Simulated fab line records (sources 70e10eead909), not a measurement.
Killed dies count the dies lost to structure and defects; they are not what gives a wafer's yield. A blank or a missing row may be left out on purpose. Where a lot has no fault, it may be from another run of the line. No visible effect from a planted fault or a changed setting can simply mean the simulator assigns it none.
Which tool did it?	flow nandHarc	7 lots with 21 wafers sampled at 2 steps, on a route of 1302 steps

== WHAT EACH GAUGE READ, for each wafer ==
NHARC_END_SORT_01.
lot	measured	on	killedDies
L390	day 24 15:40	prober-01	91 82 74
L396	day 27 02:58	prober-01	677 677 677
L401	day 30 23:59	prober-02	66 69 61
L404	day 30 15:26	prober-01	31 27 43
L407	day 31 18:36	prober-01	51 60 49
L410	day 32 18:53	prober-01	97 92 102
L412	day 33 04:24	prober-02	43 54 58

== EACH LOT AND THE TOOL THAT RAN IT (in order: tool; ch and the chambers of the sampled wafers; start) ==
lot	NHARC_A_ONON_D1_DEP_16
L390	pecvdOnon-01 ch 0, day 8 05:46
L396	pecvdOnon-01, day 10 21:20
L401	pecvdOnon-01 ch 0, day 13 10:45
L404	pecvdOnon-01 ch 0, day 14 04:49
L407	pecvdOnon-04 ch 0, day 15 12:00
L410	pecvdOnon-03 ch 0, day 16 16:58
L412	pecvdOnon-01 ch 0, day 17 12:46
- NHARC_A_ONON_D1_DEP_16: target thk 1000 nm.

== THE ANSWER, worked out from the rows above alone ==
Rule: the lots themselves supply what counts as usual. The widest of any qualifying gaps counts: lots, ordered by their means at a reading, are off when they make up no more than a third of the lots, leave a main group of 4 or more, and stand apart from it by 3 or more times the standard deviation of that group's means. A main group whose means are all the same, to the digits that the tables above print for the reading, isn't used. A lot without any number at a reading at which 4 lots or more have one is off too. The other lots that the step has rows for count as sound.
Off: L396 (NHARC_END_SORT_01, killedDies). For the main group the mean is 64 and the standard deviation 21.
A tool fits if, at a process step before that reading, it ran every lot that is off, and no sound lot after the first of them. Those tools and the gauges at NHARC_END_SORT_01 are tried in the same way. None of those tried fits.

== WHAT WAS PUT IN BY THE SIMULATOR ==
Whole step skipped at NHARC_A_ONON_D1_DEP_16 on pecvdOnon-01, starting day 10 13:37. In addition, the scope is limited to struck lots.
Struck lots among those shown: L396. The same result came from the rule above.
